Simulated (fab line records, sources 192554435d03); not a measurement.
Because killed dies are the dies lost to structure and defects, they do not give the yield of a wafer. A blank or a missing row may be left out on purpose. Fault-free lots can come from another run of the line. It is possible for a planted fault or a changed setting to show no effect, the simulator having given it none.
Which tool was responsible? || flow n5-finfet || 72 wafers from 24 lots sampled at 6 of the route's 1938 steps

== WHAT THE GAUGES SHOWED, per wafer ==
N5_BEOL_M6_THK_MEAS_01. Usual: M6_ILD_THK typically reads 154.9 nm, with standard deviation 2.1.
{"lot": "L074", "measured": "day 8 12:38", "on": "film-metro-01", "M6_ILD_THK (nm)": "153.1 157.3 156.7", "flag": ""}
{"lot": "L075", "measured": "day 8 15:53", "on": "film-metro-02", "M6_ILD_THK (nm)": "151.1 154.1 155.3", "flag": ""}
{"lot": "L076", "measured": "day 9 01:10", "on": "film-metro-02", "M6_ILD_THK (nm)": "152.6 152.5 156.1", "flag": ""}
{"lot": "L077", "measured": "day 9 06:01", "on": "film-metro-01", "M6_ILD_THK (nm)": "153.7 156.0 157.7", "flag": ""}
{"lot": "L078", "measured": "day 9 14:08", "on": "film-metro-02", "M6_ILD_THK (nm)": "154.5 156.2 152.8", "flag": ""}
{"lot": "L079", "measured": "day 9 16:05", "on": "film-metro-02", "M6_ILD_THK (nm)": "155.5 157.5 156.6", "flag": ""}
{"lot": "L080", "measured": "day 9 22:38", "on": "film-metro-01", "M6_ILD_THK (nm)": "152.9 153.9 154.3", "flag": ""}
{"lot": "L082", "measured": "day 9 23:29", "on": "film-metro-01", "M6_ILD_THK (nm)": "155.3 157.6 158.1", "flag": ""}
{"lot": "L081", "measured": "day 10 02:22", "on": "film-metro-01", "M6_ILD_THK (nm)": "153.8 155.2 156.8", "flag": ""}
{"lot": "L083", "measured": "day 10 04:59", "on": "film-metro-01", "M6_ILD_THK (nm)": "150.4 154.3 152.7", "flag": ""}
{"lot": "L084", "measured": "day 11 00:13", "on": "film-metro-01", "M6_ILD_THK (nm)": "156.4 156.1 160.3", "flag": ""}
{"lot": "L086", "measured": "day 11 13:28", "on": "film-metro-02", "M6_ILD_THK (nm)": "151.9 152.2 155.0", "flag": ""}
{"lot": "L085", "measured": "day 11 14:34", "on": "film-metro-01", "M6_ILD_THK (nm)": "153.2 153.7 158.5", "flag": ""}
{"lot": "L087", "measured": "day 11 19:26", "on": "film-metro-02", "M6_ILD_THK (nm)": "154.2 154.8 155.6", "flag": ""}
{"lot": "L088", "measured": "day 11 19:46", "on": "film-metro-01", "M6_ILD_THK (nm)": "154.0 154.2 155.3", "flag": ""}
{"lot": "L089", "measured": "day 11 22:41", "on": "film-metro-02", "M6_ILD_THK (nm)": "150.7 152.9 154.1", "flag": ""}
{"lot": "L091", "measured": "day 12 12:10", "on": "film-metro-02", "M6_ILD_THK (nm)": "152.8 157.1 151.0", "flag": ""}
{"lot": "L090", "measured": "day 12 12:57", "on": "film-metro-01", "M6_ILD_THK (nm)": "153.0 157.5 154.6", "flag": ""}
{"lot": "L092", "measured": "day 12 18:37", "on": "film-metro-02", "M6_ILD_THK (nm)": "155.2 154.3 155.2", "flag": ""}
{"lot": "L093", "measured": "day 13 06:31", "on": "film-metro-02", "M6_ILD_THK (nm)": "156.4 155.2 154.9", "flag": ""}
{"lot": "L094", "measured": "day 13 13:41", "on": "film-metro-01", "M6_ILD_THK (nm)": "152.1 155.7 156.0", "flag": ""}
{"lot": "L095", "measured": "day 13 16:55", "on": "film-metro-02", "M6_ILD_THK (nm)": "154.2 156.7 155.7", "flag": ""}
{"lot": "L096", "measured": "day 13 20:35", "on": "film-metro-01", "M6_ILD_THK (nm)": "152.1 156.7 158.7", "flag": ""}
{"lot": "L097", "measured": "day 13 22:01", "on": "film-metro-02", "M6_ILD_THK (nm)": "157.5 155.4 156.5", "flag": ""}

N5_BEOL_M6_CD_MEAS_18: pitch 80 nm, target cd 40 nm. Usual: cd-nm at 39.9 nm, with a standard deviation of 0.6.
{"lot": "L074", "measured": "day 8 15:03", "on": "cd-sem-01", "cd-nm (nm)": "40.3 40.1 39.5", "flag": ""}
{"lot": "L075", "measured": "day 8 18:23", "on": "cd-sem-02", "cd-nm (nm)": "40.4 40.5 39.1", "flag": ""}
{"lot": "L076", "measured": "day 9 04:28", "on": "cd-sem-02", "cd-nm (nm)": "39.6 39.7 39.8", "flag": ""}
{"lot": "L077", "measured": "day 9 08:25", "on": "cd-sem-02", "cd-nm (nm)": "39.7 39.0 39.4", "flag": ""}
{"lot": "L078", "measured": "day 9 16:44", "on": "cd-sem-02", "cd-nm (nm)": "41.5 39.9 40.2", "flag": ""}
{"lot": "L079", "measured": "day 9 17:14", "on": "cd-sem-01", "cd-nm (nm)": "40.2 40.7 40.1", "flag": ""}
{"lot": "L080", "measured": "day 10 02:10", "on": "cd-sem-02", "cd-nm (nm)": "40.0 39.8 39.5", "flag": ""}
{"lot": "L082", "measured": "day 10 02:36", "on": "cd-sem-02", "cd-nm (nm)": "39.7 39.9 40.0", "flag": ""}
{"lot": "L081", "measured": "day 10 04:40", "on": "cd-sem-02", "cd-nm (nm)": "39.8 40.0 40.7", "flag": ""}
{"lot": "L083", "measured": "day 10 07:27", "on": "cd-sem-03", "cd-nm (nm)": "39.6 40.4 40.6", "flag": ""}
{"lot": "L084", "measured": "day 11 02:44", "on": "cd-sem-02", "cd-nm (nm)": "40.2 40.1 39.9", "flag": ""}
{"lot": "L086", "measured": "day 11 16:13", "on": "cd-sem-03", "cd-nm (nm)": "40.1 39.3 40.1", "flag": ""}
{"lot": "L085", "measured": "day 11 16:38", "on": "cd-sem-03", "cd-nm (nm)": "39.2 38.1 38.1", "flag": ""}
{"lot": "L087", "measured": "day 11 20:58", "on": "cd-sem-01", "cd-nm (nm)": "38.9 39.5 39.6", "flag": ""}
{"lot": "L088", "measured": "day 11 21:17", "on": "cd-sem-01", "cd-nm (nm)": "40.0 39.9 40.5", "flag": ""}
{"lot": "L089", "measured": "day 12 00:30", "on": "cd-sem-02", "cd-nm (nm)": "38.9 38.6 40.5", "flag": ""}
{"lot": "L091", "measured": "day 12 14:34", "on": "cd-sem-02", "cd-nm (nm)": "39.8 39.7 40.4", "flag": ""}
{"lot": "L090", "measured": "day 12 14:46", "on": "cd-sem-02", "cd-nm (nm)": "40.3 41.1 40.0", "flag": ""}
{"lot": "L092", "measured": "day 12 20:17", "on": "cd-sem-03", "cd-nm (nm)": "39.2 39.3 40.1", "flag": ""}
{"lot": "L093", "measured": "day 13 07:43", "on": "cd-sem-03", "cd-nm (nm)": "39.4 40.8 38.8", "flag": ""}
{"lot": "L094", "measured": "day 13 16:09", "on": "cd-sem-03", "cd-nm (nm)": "40.8 40.0 40.5", "flag": ""}
{"lot": "L095", "measured": "day 13 21:01", "on": "cd-sem-01", "cd-nm (nm)": "40.2 39.6 40.0", "flag": ""}
{"lot": "L096", "measured": "day 13 21:39", "on": "cd-sem-02", "cd-nm (nm)": "40.0 39.5 40.4", "flag": ""}
{"lot": "L097", "measured": "day 14 00:28", "on": "cd-sem-02", "cd-nm (nm)": "39.1 39.7 40.2", "flag": ""}

== EACH LOT AND THE TOOL THAT RAN IT (in order: tool; ch and the chambers of the sampled wafers; start) ==
{"lot": "L074", "N5_BEOL_M5_ANNEAL_49": "pvd-sputter-02, day 8 06:37", "N5_BEOL_M5_ANNEAL_84": "pvd-sputter-02, day 8 08:47", "N5_BEOL_M6_CURE_74": "uv-cure-03 ch 1, day 8 12:07", "N5_BEOL_M6_HM_DEP_02": "pvd-sputter-02, day 8 13:59"}
{"lot": "L075", "N5_BEOL_M5_ANNEAL_49": "pvd-sputter-01, day 8 09:26", "N5_BEOL_M5_ANNEAL_84": "pvd-sputter-01, day 8 11:36", "N5_BEOL_M6_CURE_74": "uv-cure-02 ch 2, day 8 14:52", "N5_BEOL_M6_HM_DEP_02": "pvd-sputter-01, day 8 17:21"}
{"lot": "L076", "N5_BEOL_M5_ANNEAL_49": "pvd-sputter-02, day 8 19:13", "N5_BEOL_M5_ANNEAL_84": "pvd-sputter-02, day 8 21:23", "N5_BEOL_M6_CURE_74": "uv-cure-01 ch 0, day 9 00:44", "N5_BEOL_M6_HM_DEP_02": "pvd-sputter-01, day 9 03:25"}
{"lot": "L077", "N5_BEOL_M5_ANNEAL_49": "pvd-sputter-02, day 8 23:45", "N5_BEOL_M5_ANNEAL_84": "pvd-sputter-02, day 9 01:56", "N5_BEOL_M6_CURE_74": "uv-cure-03 ch 1, day 9 05:35", "N5_BEOL_M6_HM_DEP_02": "pvd-sputter-02, day 9 07:01"}
{"lot": "L078", "N5_BEOL_M5_ANNEAL_49": "pvd-sputter-02, day 9 08:01", "N5_BEOL_M5_ANNEAL_84": "pvd-sputter-02, day 9 10:11", "N5_BEOL_M6_CURE_74": "uv-cure-02 ch 2, day 9 13:37", "N5_BEOL_M6_HM_DEP_02": "pvd-sputter-03, day 9 15:29"}
{"lot": "L079", "N5_BEOL_M5_ANNEAL_49": "pvd-sputter-01, day 9 10:06", "N5_BEOL_M5_ANNEAL_84": "pvd-sputter-01, day 9 12:16", "N5_BEOL_M6_CURE_74": "uv-cure-01 ch 2, day 9 15:44", "N5_BEOL_M6_HM_DEP_02": "pvd-sputter-03, day 9 16:19"}
{"lot": "L080", "N5_BEOL_M5_ANNEAL_49": "pvd-sputter-01, day 9 16:28", "N5_BEOL_M5_ANNEAL_84": "pvd-sputter-01, day 9 18:38", "N5_BEOL_M6_CURE_74": "uv-cure-02 ch 2, day 9 22:13", "N5_BEOL_M6_HM_DEP_02": "pvd-sputter-03, day 10 01:02"}
{"lot": "L082", "N5_BEOL_M5_ANNEAL_49": "pvd-sputter-02, day 9 17:31", "N5_BEOL_M5_ANNEAL_84": "pvd-sputter-02, day 9 19:41", "N5_BEOL_M6_CURE_74": "uv-cure-03 ch 0, day 9 22:58", "N5_BEOL_M6_HM_DEP_02": "pvd-sputter-03, day 10 01:24"}
{"lot": "L081", "N5_BEOL_M5_ANNEAL_49": "pvd-sputter-03, day 9 20:23", "N5_BEOL_M5_ANNEAL_84": "pvd-sputter-03, day 9 22:34", "N5_BEOL_M6_CURE_74": "uv-cure-03 ch 1, day 10 01:55", "N5_BEOL_M6_HM_DEP_02": "pvd-sputter-02, day 10 03:20"}
{"lot": "L083", "N5_BEOL_M5_ANNEAL_49": "pvd-sputter-01, day 9 22:55", "N5_BEOL_M5_ANNEAL_84": "pvd-sputter-01, day 10 01:05", "N5_BEOL_M6_CURE_74": "uv-cure-02 ch 0, day 10 04:28", "N5_BEOL_M6_HM_DEP_02": "pvd-sputter-01, day 10 06:32"}
{"lot": "L084", "N5_BEOL_M5_ANNEAL_49": "pvd-sputter-01, day 10 17:29", "N5_BEOL_M5_ANNEAL_84": "pvd-sputter-01, day 10 19:39", "N5_BEOL_M6_CURE_74": "uv-cure-03 ch 0, day 10 23:13", "N5_BEOL_M6_HM_DEP_02": "pvd-sputter-02, day 11 01:02"}
{"lot": "L086", "N5_BEOL_M5_ANNEAL_49": "pvd-sputter-03, day 11 07:29", "N5_BEOL_M5_ANNEAL_84": "pvd-sputter-03, day 11 09:40", "N5_BEOL_M6_CURE_74": "uv-cure-03 ch 0, day 11 12:58", "N5_BEOL_M6_HM_DEP_02": "pvd-sputter-03, day 11 14:55"}
{"lot": "L085", "N5_BEOL_M5_ANNEAL_49": "pvd-sputter-02, day 11 08:22", "N5_BEOL_M5_ANNEAL_84": "pvd-sputter-02, day 11 10:32", "N5_BEOL_M6_CURE_74": "uv-cure-03 ch 2, day 11 14:13", "N5_BEOL_M6_HM_DEP_02": "pvd-sputter-03, day 11 15:36"}
{"lot": "L087", "N5_BEOL_M5_ANNEAL_49": "pvd-sputter-01, day 11 13:06", "N5_BEOL_M5_ANNEAL_84": "pvd-sputter-01, day 11 15:16", "N5_BEOL_M6_CURE_74": "uv-cure-01 ch 1, day 11 19:00", "N5_BEOL_M6_HM_DEP_02": "pvd-sputter-02, day 11 20:03"}
{"lot": "L088", "N5_BEOL_M5_ANNEAL_49": "pvd-sputter-02, day 11 13:29", "N5_BEOL_M5_ANNEAL_84": "pvd-sputter-02, day 11 15:40", "N5_BEOL_M6_CURE_74": "uv-cure-03 ch 0, day 11 19:25", "N5_BEOL_M6_HM_DEP_02": "pvd-sputter-01, day 11 20:15"}
{"lot": "L089", "N5_BEOL_M5_ANNEAL_49": "pvd-sputter-03, day 11 16:05", "N5_BEOL_M5_ANNEAL_84": "pvd-sputter-03, day 11 18:15", "N5_BEOL_M6_CURE_74": "uv-cure-03 ch 1, day 11 22:10", "N5_BEOL_M6_HM_DEP_02": "pvd-sputter-03, day 11 23:24"}
{"lot": "L091", "N5_BEOL_M5_ANNEAL_49": "pvd-sputter-02, day 12 06:12", "N5_BEOL_M5_ANNEAL_84": "pvd-sputter-02, day 12 08:23", "N5_BEOL_M6_CURE_74": "uv-cure-03 ch 1, day 12 11:49", "N5_BEOL_M6_HM_DEP_02": "pvd-sputter-02, day 12 13:31"}
{"lot": "L090", "N5_BEOL_M5_ANNEAL_49": "pvd-sputter-03, day 12 06:59", "N5_BEOL_M5_ANNEAL_84": "pvd-sputter-03, day 12 09:10", "N5_BEOL_M6_CURE_74": "uv-cure-02 ch 0, day 12 12:26", "N5_BEOL_M6_HM_DEP_02": "pvd-sputter-02, day 12 13:44"}
{"lot": "L092", "N5_BEOL_M5_ANNEAL_49": "pvd-sputter-01, day 12 12:28", "N5_BEOL_M5_ANNEAL_84": "pvd-sputter-01, day 12 14:38", "N5_BEOL_M6_CURE_74": "uv-cure-02 ch 1, day 12 18:06", "N5_BEOL_M6_HM_DEP_02": "pvd-sputter-02, day 12 19:14"}
{"lot": "L093", "N5_BEOL_M5_ANNEAL_49": "pvd-sputter-03, day 13 00:20", "N5_BEOL_M5_ANNEAL_84": "pvd-sputter-03, day 13 02:31", "N5_BEOL_M6_CURE_74": "uv-cure-03 ch 0, day 13 06:10", "N5_BEOL_M6_HM_DEP_02": "pvd-sputter-01, day 13 06:46"}
{"lot": "L094", "N5_BEOL_M5_ANNEAL_49": "pvd-sputter-01, day 13 06:59", "N5_BEOL_M5_ANNEAL_84": "pvd-sputter-01, day 13 09:10", "N5_BEOL_M6_CURE_74": "uv-cure-01 ch 0, day 13 13:11", "N5_BEOL_M6_HM_DEP_02": "pvd-sputter-03, day 13 14:47"}
{"lot": "L095", "N5_BEOL_M5_ANNEAL_49": "pvd-sputter-03, day 13 10:26", "N5_BEOL_M5_ANNEAL_84": "pvd-sputter-03, day 13 12:37", "N5_BEOL_M6_CURE_74": "uv-cure-02 ch 1, day 13 16:25", "N5_BEOL_M6_HM_DEP_02": "pvd-sputter-03, day 13 19:53"}
{"lot": "L096", "N5_BEOL_M5_ANNEAL_49": "pvd-sputter-01, day 13 14:30", "N5_BEOL_M5_ANNEAL_84": "pvd-sputter-01, day 13 16:40", "N5_BEOL_M6_CURE_74": "uv-cure-02 ch 2, day 13 20:14", "N5_BEOL_M6_HM_DEP_02": "pvd-sputter-03, day 13 20:43"}
{"lot": "L097", "N5_BEOL_M5_ANNEAL_49": "pvd-sputter-02, day 13 16:02", "N5_BEOL_M5_ANNEAL_84": "pvd-sputter-02, day 13 18:13", "N5_BEOL_M6_CURE_74": "uv-cure-01 ch 1, day 13 21:30", "N5_BEOL_M6_HM_DEP_02": "pvd-sputter-03, day 13 23:23"}
- N5_BEOL_M5_ANNEAL_49: time 1800 s.
- N5_BEOL_M5_ANNEAL_84: time 1800 s.
- N5_BEOL_M6_CURE_74: cures SiCOH lowk, time 240 s.
- N5_BEOL_M6_HM_DEP_02: deposits TiN, target thk 20 nm.

== AS READ BY THE TOOLS THEMSELVES (means over the sampled wafers that have a number; for cases with no such wafer, the mark the record gives instead) ==
N5_BEOL_M5_ANNEAL_49. Usual: heater-power-w at 831 W, with a standard deviation of 60.
{"lot": "L074", "tool": "pvd-sputter-02", "heater-power-w (W)": 899, "flag": ""}
{"lot": "L075", "tool": "pvd-sputter-01", "heater-power-w (W)": 866, "flag": ""}
{"lot": "L076", "tool": "pvd-sputter-02", "heater-power-w (W)": 847, "flag": ""}
{"lot": "L077", "tool": "pvd-sputter-02", "heater-power-w (W)": 855, "flag": ""}
{"lot": "L078", "tool": "pvd-sputter-02", "heater-power-w (W)": 856, "flag": ""}
{"lot": "L079", "tool": "pvd-sputter-01", "heater-power-w (W)": 805, "flag": ""}
{"lot": "L080", "tool": "pvd-sputter-01", "heater-power-w (W)": 849, "flag": ""}
{"lot": "L082", "tool": "pvd-sputter-02", "heater-power-w (W)": 901, "flag": ""}
{"lot": "L081", "tool": "pvd-sputter-03", "heater-power-w (W)": 759, "flag": ""}
{"lot": "L083", "tool": "pvd-sputter-01", "heater-power-w (W)": 805, "flag": ""}
{"lot": "L084", "tool": "pvd-sputter-01", "heater-power-w (W)": 795, "flag": ""}
{"lot": "L086", "tool": "pvd-sputter-03", "heater-power-w (W)": 765, "flag": ""}
{"lot": "L085", "tool": "pvd-sputter-02", "heater-power-w (W)": 906, "flag": ""}
{"lot": "L087", "tool": "pvd-sputter-01", "heater-power-w (W)": 780, "flag": ""}
{"lot": "L088", "tool": "pvd-sputter-02", "heater-power-w (W)": 870, "flag": ""}
{"lot": "L089", "tool": "pvd-sputter-03", "heater-power-w (W)": 786, "flag": ""}
{"lot": "L091", "tool": "pvd-sputter-02", "heater-power-w (W)": 860, "flag": ""}
{"lot": "L090", "tool": "pvd-sputter-03", "heater-power-w (W)": 808, "flag": ""}
{"lot": "L092", "tool": "pvd-sputter-01", "heater-power-w (W)": 810, "flag": ""}
{"lot": "L093", "tool": "pvd-sputter-03", "heater-power-w (W)": 763, "flag": ""}
{"lot": "L094", "tool": "pvd-sputter-01", "heater-power-w (W)": 860, "flag": ""}
{"lot": "L095", "tool": "pvd-sputter-03", "heater-power-w (W)": 776, "flag": ""}
{"lot": "L096", "tool": "pvd-sputter-01", "heater-power-w (W)": 832, "flag": ""}
{"lot": "L097", "tool": "pvd-sputter-02", "heater-power-w (W)": 864, "flag": ""}

N5_BEOL_M5_ANNEAL_84. Usual: heater-power-w at 828 W, with a standard deviation of 60.
{"lot": "L074", "tool": "pvd-sputter-02", "heater-power-w (W)": 896, "flag": ""}
{"lot": "L075", "tool": "pvd-sputter-01", "heater-power-w (W)": 860, "flag": ""}
{"lot": "L076", "tool": "pvd-sputter-02", "heater-power-w (W)": 854, "flag": ""}
{"lot": "L077", "tool": "pvd-sputter-02", "heater-power-w (W)": 860, "flag": ""}
{"lot": "L078", "tool": "pvd-sputter-02", "heater-power-w (W)": 857, "flag": ""}
{"lot": "L079", "tool": "pvd-sputter-01", "heater-power-w (W)": 820, "flag": ""}
{"lot": "L080", "tool": "pvd-sputter-01", "heater-power-w (W)": 845, "flag": ""}
{"lot": "L082", "tool": "pvd-sputter-02", "heater-power-w (W)": 890, "flag": ""}
{"lot": "L081", "tool": "pvd-sputter-03", "heater-power-w (W)": 755, "flag": ""}
{"lot": "L083", "tool": "pvd-sputter-01", "heater-power-w (W)": 798, "flag": ""}
{"lot": "L084", "tool": "pvd-sputter-01", "heater-power-w (W)": 785, "flag": ""}
{"lot": "L086", "tool": "pvd-sputter-03", "heater-power-w (W)": 760, "flag": ""}
{"lot": "L085", "tool": "pvd-sputter-02", "heater-power-w (W)": 894, "flag": ""}
{"lot": "L087", "tool": "pvd-sputter-01", "heater-power-w (W)": 773, "flag": ""}
{"lot": "L088", "tool": "pvd-sputter-02", "heater-power-w (W)": 862, "flag": ""}
{"lot": "L089", "tool": "pvd-sputter-03", "heater-power-w (W)": 793, "flag": ""}
{"lot": "L091", "tool": "pvd-sputter-02", "heater-power-w (W)": 860, "flag": ""}
{"lot": "L090", "tool": "pvd-sputter-03", "heater-power-w (W)": 793, "flag": ""}
{"lot": "L092", "tool": "pvd-sputter-01", "heater-power-w (W)": 819, "flag": ""}
{"lot": "L093", "tool": "pvd-sputter-03", "heater-power-w (W)": 745, "flag": ""}
{"lot": "L094", "tool": "pvd-sputter-01", "heater-power-w (W)": 864, "flag": ""}
{"lot": "L095", "tool": "pvd-sputter-03", "heater-power-w (W)": 763, "flag": ""}
{"lot": "L096", "tool": "pvd-sputter-01", "heater-power-w (W)": 819, "flag": ""}
{"lot": "L097", "tool": "pvd-sputter-02", "heater-power-w (W)": 861, "flag": ""}

N5_BEOL_M6_CURE_74. Usual: lamp-power-pct 52.32 %, standard deviation 0.052; wafer_temp_C_max 386.7, standard deviation 0.52.
{"lot": "L074", "tool": "uv-cure-03", "lamp-power-pct (%)": 52.35, "wafer_temp_C_max": 386.3, "flag": ""}
{"lot": "L075", "tool": "uv-cure-02", "lamp-power-pct (%)": 52.36, "wafer_temp_C_max": 386.8, "flag": ""}
{"lot": "L076", "tool": "uv-cure-01", "lamp-power-pct (%)": 52.30, "wafer_temp_C_max": 387.2, "flag": ""}
{"lot": "L077", "tool": "uv-cure-03", "lamp-power-pct (%)": 52.29, "wafer_temp_C_max": 386.3, "flag": ""}
{"lot": "L078", "tool": "uv-cure-02", "lamp-power-pct (%)": 52.36, "wafer_temp_C_max": 386.9, "flag": ""}
{"lot": "L079", "tool": "uv-cure-01", "lamp-power-pct (%)": 52.30, "wafer_temp_C_max": 386.2, "flag": ""}
{"lot": "L080", "tool": "uv-cure-02", "lamp-power-pct (%)": 52.32, "wafer_temp_C_max": 387.3, "flag": ""}
{"lot": "L082", "tool": "uv-cure-03", "lamp-power-pct (%)": 52.37, "wafer_temp_C_max": 386.2, "flag": ""}
{"lot": "L081", "tool": "uv-cure-03", "lamp-power-pct (%)": 52.36, "wafer_temp_C_max": 386.7, "flag": ""}
{"lot": "L083", "tool": "uv-cure-02", "lamp-power-pct (%)": 52.35, "wafer_temp_C_max": 387.1, "flag": ""}
{"lot": "L084", "tool": "uv-cure-03", "lamp-power-pct (%)": 52.32, "wafer_temp_C_max": 386.3, "flag": ""}
{"lot": "L086", "tool": "uv-cure-03", "lamp-power-pct (%)": 52.32, "wafer_temp_C_max": 386.0, "flag": ""}
{"lot": "L085", "tool": "uv-cure-03", "lamp-power-pct (%)": 52.29, "wafer_temp_C_max": 387.4, "flag": ""}
{"lot": "L087", "tool": "uv-cure-01", "lamp-power-pct (%)": 52.32, "wafer_temp_C_max": 386.7, "flag": ""}
{"lot": "L088", "tool": "uv-cure-03", "lamp-power-pct (%)": 52.32, "wafer_temp_C_max": 386.6, "flag": ""}
{"lot": "L089", "tool": "uv-cure-03", "lamp-power-pct (%)": 52.34, "wafer_temp_C_max": 386.4, "flag": ""}
{"lot": "L091", "tool": "uv-cure-03", "lamp-power-pct (%)": 52.30, "wafer_temp_C_max": 386.3, "flag": ""}
{"lot": "L090", "tool": "uv-cure-02", "lamp-power-pct (%)": 52.34, "wafer_temp_C_max": 386.7, "flag": ""}
{"lot": "L092", "tool": "uv-cure-02", "lamp-power-pct (%)": 52.30, "wafer_temp_C_max": 386.5, "flag": ""}
{"lot": "L093", "tool": "uv-cure-03", "lamp-power-pct (%)": 52.31, "wafer_temp_C_max": 386.1, "flag": ""}
{"lot": "L094", "tool": "uv-cure-01", "lamp-power-pct (%)": 52.30, "wafer_temp_C_max": 387.2, "flag": ""}
{"lot": "L095", "tool": "uv-cure-02", "lamp-power-pct (%)": 52.31, "wafer_temp_C_max": 386.2, "flag": ""}
{"lot": "L096", "tool": "uv-cure-02", "lamp-power-pct (%)": 52.35, "wafer_temp_C_max": 387.2, "flag": ""}
{"lot": "L097", "tool": "uv-cure-01", "lamp-power-pct (%)": 52.32, "wafer_temp_C_max": 387.1, "flag": ""}

N5_BEOL_M6_HM_DEP_02. Usual: throttle-valve-pct at 29.7 %, with a standard deviation of 0.92.
{"lot": "L074", "tool": "pvd-sputter-02", "throttle-valve-pct (%)": 30.2, "flag": ""}
{"lot": "L075", "tool": "pvd-sputter-01", "throttle-valve-pct (%)": 28.6, "flag": ""}
{"lot": "L076", "tool": "pvd-sputter-01", "throttle-valve-pct (%)": 29.7, "flag": ""}
{"lot": "L077", "tool": "pvd-sputter-02", "throttle-valve-pct (%)": 30.2, "flag": ""}
{"lot": "L078", "tool": "pvd-sputter-03", "throttle-valve-pct (%)": 29.0, "flag": ""}
{"lot": "L079", "tool": "pvd-sputter-03", "throttle-valve-pct (%)": 30.0, "flag": ""}
{"lot": "L080", "tool": "pvd-sputter-03", "throttle-valve-pct (%)": 28.9, "flag": ""}
{"lot": "L082", "tool": "pvd-sputter-03", "throttle-valve-pct (%)": 30.7, "flag": ""}
{"lot": "L081", "tool": "pvd-sputter-02", "throttle-valve-pct (%)": 29.9, "flag": ""}
{"lot": "L083", "tool": "pvd-sputter-01", "throttle-valve-pct (%)": 29.7, "flag": ""}
{"lot": "L084", "tool": "pvd-sputter-02", "throttle-valve-pct (%)": 30.0, "flag": ""}
{"lot": "L086", "tool": "pvd-sputter-03", "throttle-valve-pct (%)": 29.0, "flag": ""}
{"lot": "L085", "tool": "pvd-sputter-03", "throttle-valve-pct (%)": 29.8, "flag": ""}
{"lot": "L087", "tool": "pvd-sputter-02", "throttle-valve-pct (%)": 30.4, "flag": ""}
{"lot": "L088", "tool": "pvd-sputter-01", "throttle-valve-pct (%)": 29.7, "flag": ""}
{"lot": "L089", "tool": "pvd-sputter-03", "throttle-valve-pct (%)": 30.9, "flag": ""}
{"lot": "L091", "tool": "pvd-sputter-02", "throttle-valve-pct (%)": 29.7, "flag": ""}
{"lot": "L090", "tool": "pvd-sputter-02", "throttle-valve-pct (%)": 30.4, "flag": ""}
{"lot": "L092", "tool": "pvd-sputter-02", "throttle-valve-pct (%)": 30.0, "flag": ""}
{"lot": "L093", "tool": "pvd-sputter-01", "throttle-valve-pct (%)": 29.1, "flag": ""}
{"lot": "L094", "tool": "pvd-sputter-03", "throttle-valve-pct (%)": 29.9, "flag": ""}
{"lot": "L095", "tool": "pvd-sputter-03", "throttle-valve-pct (%)": 29.9, "flag": ""}
{"lot": "L096", "tool": "pvd-sputter-03", "throttle-valve-pct (%)": 29.9, "flag": ""}
{"lot": "L097", "tool": "pvd-sputter-03", "throttle-valve-pct (%)": 30.1, "flag": ""}

== THE ANSWER, worked out from the rows above alone ==
Rule: take the mean of a lot's wafers that have a number; if it is more than 3 standard deviations from the usual mean, the lot is off. Also off: a lot with no number at a reading for which 4 or more lots have one. Any other lot the step has rows for is counted as sound. Order of review: gauges by route order, followed by the tools' own readings, for which a lot's mean as printed above is used. The first step at which some lot is off is used, and at that step the reading that is off furthest; a lot without a number counts as furthest.
Across all readings shown, no lot is off: no conclusion can be drawn from this.

== WHAT THE SIMULATOR PUT IN ==
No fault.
